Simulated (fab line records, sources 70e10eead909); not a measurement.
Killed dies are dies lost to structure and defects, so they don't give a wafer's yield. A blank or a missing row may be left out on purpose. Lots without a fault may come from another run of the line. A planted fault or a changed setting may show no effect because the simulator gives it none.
Chamber matching | flow nand_harc | NHARC_A_SGD_CUT_CMP_21 on cmp-01: 4 sister chambers
The step polishes, target thk 148.19 nm. 4 wafers are shown with their chamber, then 12 later ones without.

WAFERS WITH THEIR CHAMBER
wafer  | chamber | motor_current_A (A)
L083.5 | 1       | 12.6
L086.1 | 2       | 11.6
L086.2 | 0       | 13.2
L086.4 | 3       | 10.9

WAFERS WITHOUT THEIR CHAMBER
wafer  | motor_current_A (A)
L090.1 | 12.5
L090.3 | 11.5
L090.4 | 12.4
L095.1 | 11.4
L095.2 | 12.3
L095.3 | 10.9
L094.1 | 11.3
L094.2 | 11.7
L094.3 | 12.6
L094.4 | 12.1
L094.5 | 11.4
L094.6 | 11.9

WHICH CHAMBER EACH WENT THROUGH
wafer  | from the rows above     | in truth
L090.1 | 1                       | 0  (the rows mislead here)
L090.3 | 2                       | 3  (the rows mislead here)
L090.4 | 1                       | 1
L095.1 | can't be placed: 2 or 3 | 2
L095.2 | can't be placed: 1 or 2 | 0
L095.3 | 3                       | 3
L094.1 | can't be placed: 2 or 3 | 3
L094.2 | 2                       | 2
L094.3 | 1                       | 1
L094.4 | can't be placed: 1 or 2 | 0
L094.5 | can't be placed: 2 or 3 | 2
L094.6 | can't be placed: 2 or 1 | 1
Placed correctly: 4 of 12. Can't be placed from these rows: 6 (the true chamber is among the candidates in 4). Placed wrongly: 2.
How it was worked out, from the rows above alone: a wafer's distance from a chamber is the root of the sum, over the readings, of the square of ((its reading less the chamber's mean) divided by the reading's scatter). The wafer belongs to the nearest chamber; if the next one is less than 2 further off, it can't be placed. A chamber's mean is the mean of its shown wafers. The scatter: with one shown wafer a chamber, the root of the mean of the squares of how far each hidden wafer lies from its nearest shown one.
